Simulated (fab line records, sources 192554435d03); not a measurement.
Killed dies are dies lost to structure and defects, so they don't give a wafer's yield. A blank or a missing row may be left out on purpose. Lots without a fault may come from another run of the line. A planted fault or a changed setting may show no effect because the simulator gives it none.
One fault seen from 2 desks | flow n5_finfet | each desk has only its own numbers; what lay behind them comes last

THE METROLOGY DESK
What the gauges read, lot by lot, whatever tool the lot ran on: means of the sampled wafers that have a number. A lot is out of limits, marked OUT, if its mean lies more than 4 standard deviations from the usual mean; the brackets give that distance.
Columns: A = M15_THK at N5_BEOL_M15_THK_MEAS_50, usual 834 nm
lot  | first seen here | A
L390 | day 12 19:23    | 815
L391 | day 13 18:48    | 843
L399 | day 16 23:53    | 844
L400 | day 17 05:57    | 816
L408 | day 18 03:18    | 842
L409 | day 19 04:40    | 839
This desk's finding: nothing out of limits on any of the 6 lots.

THE TOOL OWNER'S DESK: pvd_sputter-03
The tool's own readings at N5_BEOL_M15_SPUTTER_43 (material TaN, target thk 15 nm, time 24.19 s): means of the sampled wafers that have a number, for each lot that ran on this tool. A lot is out of limits, marked OUT, if its mean lies more than 4 standard deviations from the usual mean; the brackets give that distance.
Columns: A = cathode_dc_power_W at N5_BEOL_M15_SPUTTER_43, usual 15000 W; B = throttle_valve_pct at N5_BEOL_M15_SPUTTER_43, usual 29.8 %
lot  | first seen here | A                       | B
L390 | day 12 18:17    | 14998                   | 29.3
L399 | day 16 22:47    | 16610 (+99 or more) OUT | 29.8
L400 | day 17 04:50    | 16613 (+99 or more) OUT | 30.1
This desk's finding: out of limits on L399, L400; first on L399, day 16 22:47 (cathode_dc_power_W at N5_BEOL_M15_SPUTTER_43). In limits: L390.

PUT TOGETHER
The tool owner's desk could have raised an alarm at day 16 22:47, on L399, L400.
The metrology desk saw nothing out of limits.
The metrology desk has L399, L400 on record, within its limits.
Of the lots named, all ran N5_BEOL_M15_SPUTTER_43 on pvd_sputter-03.

WHAT THE SIMULATOR HAD PUT IN
Process parameter drift: pvd_sputter-03, from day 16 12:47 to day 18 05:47, at N5_BEOL_M15_SPUTTER_43. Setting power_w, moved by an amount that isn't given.
Lots struck among those shown: L399, L400.
Hours from the fault's start to each desk's first reading out of limits: the tool owner's desk, 10.
